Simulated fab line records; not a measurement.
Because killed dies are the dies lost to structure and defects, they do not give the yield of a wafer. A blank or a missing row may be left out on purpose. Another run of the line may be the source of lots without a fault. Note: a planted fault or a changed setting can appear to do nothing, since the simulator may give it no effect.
A lot that was struck, set against a sound lot -- flow n5_finfet -- 13 steps out of a route of 1938
Sound: the wafers L223.2, L223.3, L223.5. Wafers struck: L233.1, L233.2, L233.6. The cause comes at the end.
Per side, at each step with rows, come the tool, then ch with its chambers, and then its first start. Under that, the readings that differ: sound wafers -- struck wafers -- difference of the means -- sigmas: that difference in standard deviations of wafers without a fault.
alike: readings whose means differ by less than 2 such deviations, and words and numbers that are the same on both sides. not compared: withheld readings, readings that some wafer has no value for, bounds like >300 that may hide the same value, and numbers for which the record gives no deviation and whose values overlap.
Wherever a step has rows on one side only, a row that says differs or no value, or a row with sigmas, the two part there. Non-overlapping numbers with no deviation appear without sigmas and do not part them. Lack of a reading on every wafer of one side parts them only where that side has two or more wafers.

first, 9 steps without rows for these wafers: N5_BEOL_M2_DEVELOP_27 (develop time 30 s); N5_BEOL_M2_DESCUM_33 (chemistry O2, time 7 s); N5_BEOL_M2_ETCH_77 (etches underlayer in N2/H2, target depth 6.5 nm, time 5.2 s); N5_BEOL_M2_ETCH_69 (etches SiARC in CF4, target depth 15.6 nm, time 26 s); N5_BEOL_M2_ALD_98 (deposits SiO2, target thk 2.5 nm, pulse time 1 s, co reactant pulse time 1 s); N5_BEOL_M2_ETCHBACK_99 (etches SiO2 in CHF3, target depth 5 nm, time 10.4 s); N5_BEOL_M2_ETCH_70 (etches SOC in N2/H2, target depth 80 nm, overetch 24 nm, time 130 s); N5_BEOL_M2_STRIP_71 (strips in N2/H2); N5_BEOL_M2_STRIP_78 (strips in N2/H2).
N5_BEOL_M2_VIA_ETCH_34: etches the open film in C4F6/O2, target depth 69.4 nm, time 65.9 s.
  sound on rie_diel-03 ch 2,3, day 9 09:38; struck on rie_diel-01 ch 1,2, day 11 21:46
  no value came back on the struck wafers for any of 7 readings (C4F6_flow_sccm (sccm), O2_flow_sccm (sccm) and others); on the sound wafers C4F6_flow_sccm (sccm) reads 9.96 10.03 9.95
reading,sound,struck,difference,sigmas
model.SOC_of_BEOL_M2_COAT_67.thk_nm (nm),51.8 51.8 51.8,60 60 60,+8,
model.SiARC_of_BEOL_M2_COAT_68.thk_nm (nm),0 0 0,6 5.8 6,+6,
  not compared: rf_hours_counter_h
then, 1 step without rows for these wafers: N5_BEOL_M2_STRIP_83 (strips in C4F6/O2).
N5_BEOL_M4_RC_MEAS_101:
  the record has rows for the sound wafers here (prober-02 ch 0, day 11 20:35) and none for the struck ones
-- here the record skips 7 days between the struck wafers' starts before and after, leaving off in module BEOL_M4 and picking up in module PASSIVATION (first step shown: number 1936 of the route) --
N5_PASSIVATION_PROBE_49:
  only the struck wafers here have rows in the record (prober-01, day 18 10:26); the sound ones have none

## WHERE THEY PART
At N5_BEOL_M2_VIA_ETCH_34 first; at N5_PASSIVATION_PROBE_49 last (within this record only).

WHY: what had been put in by the simulator
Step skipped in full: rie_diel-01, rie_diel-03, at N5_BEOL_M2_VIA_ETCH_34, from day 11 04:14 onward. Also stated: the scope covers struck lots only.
